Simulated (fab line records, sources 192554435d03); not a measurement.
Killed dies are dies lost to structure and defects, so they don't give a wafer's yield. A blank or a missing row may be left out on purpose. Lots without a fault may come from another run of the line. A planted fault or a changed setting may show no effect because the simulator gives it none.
Chamber matching | flow n5_finfet | N5_MOL_CONTACT_COAG_ETCH_106 on rie_diel-01: 4 sister chambers
The step etches SOC in N2/H2, target depth 80 nm, overetch 16 nm, time 120 s. 18 wafers are shown with their chamber, then 9 later ones without.

WAFERS WITH THEIR CHAMBER
wafer  | chamber | drypump_motor_current_A (A) | showerhead_plenum_p_Torr (Torr) | throttle_valve_pct (%)
L076.1 | 0       | 5.1                         | 2.57                            | 17.76
L076.2 | 0       | 5.1                         | 2.57                            | 17.76
L076.5 | 0       | 5.1                         | 2.57                            | 17.75
L079.2 | 0       | 5.1                         | 2.56                            | 17.80
L079.3 | 1       | 5.3                         | 2.61                            | 18.00
L079.4 | 2       | 5.2                         | 2.45                            | 18.14
L083.1 | 3       | 6.1                         | 2.60                            | 17.70
L083.2 | 0       | 5.1                         | 2.56                            | 17.80
L083.5 | 1       | 5.3                         | 2.60                            | 18.00
L084.1 | 1       | 5.3                         | 2.60                            | 18.03
L084.3 | 3       | 6.1                         | 2.59                            | 17.69
L084.5 | 3       | 6.1                         | 2.60                            | 17.69
L087.1 | 3       | 6.1                         | 2.59                            | 17.70
L087.5 | 3       | 6.1                         | 2.59                            | 17.72
L087.6 | 0       | 5.1                         | 2.56                            | 17.82
L088.1 | 0       | 5.1                         | 2.56                            | 17.81
L088.2 | 2       | 5.3                         | 2.45                            | 18.17
L088.4 | 3       | 6.1                         | 2.59                            | 17.70

SIGNATURES (means of the wafers above)
reading                  | chamber 0 | chamber 1 | chamber 2 | chamber 3 | scatter within a chamber
drypump_motor_current_A  | 5.100     | 5.300     | 5.250     | 6.100     | 0.0189
showerhead_plenum_p_Torr | 2.5643    | 2.6033    | 2.4500    | 2.5933    | 0.00515
throttle_valve_pct       | 17.7857   | 18.0100   | 18.1550   | 17.7000   | 0.0214
Rule: a wafer's distance from a chamber is the root of the sum, over the readings, of the square of ((its reading less the chamber's mean) divided by the reading's scatter). The wafer belongs to the nearest chamber; if the next one is less than 2 further off, it can't be placed. The scatter: the root of (the sum of the squares of (reading less its chamber's mean) over the shown wafers, divided by (wafers less chambers)).

WAFERS WITHOUT THEIR CHAMBER
wafer  | drypump_motor_current_A (A) | showerhead_plenum_p_Torr (Torr) | throttle_valve_pct (%)
L090.1 | 5.3                         | 2.60                            | 18.05
L090.4 | 5.1                         | 2.56                            | 17.82
L090.6 | 5.1                         | 2.56                            | 17.82
L095.1 | 5.3                         | 2.59                            | 18.06
L095.3 | 5.1                         | 2.55                            | 17.83
L095.6 | 5.2                         | 2.44                            | 18.17
L096.1 | 5.2                         | 2.44                            | 18.18
L096.2 | 6.1                         | 2.58                            | 17.76
L096.4 | 5.2                         | 2.44                            | 18.18

WHICH CHAMBER EACH WENT THROUGH
wafer  | from the rows above | in truth
L090.1 | 1                   | 1
L090.4 | 0                   | 0
L090.6 | 0                   | 0
L095.1 | 1                   | 1
L095.3 | 0                   | 0
L095.6 | 2                   | 2
L096.1 | 2                   | 2
L096.2 | 3                   | 3
L096.4 | 2                   | 2
Placed correctly: 9 of 9. Can't be placed from these rows: 0. Placed wrongly: 0.
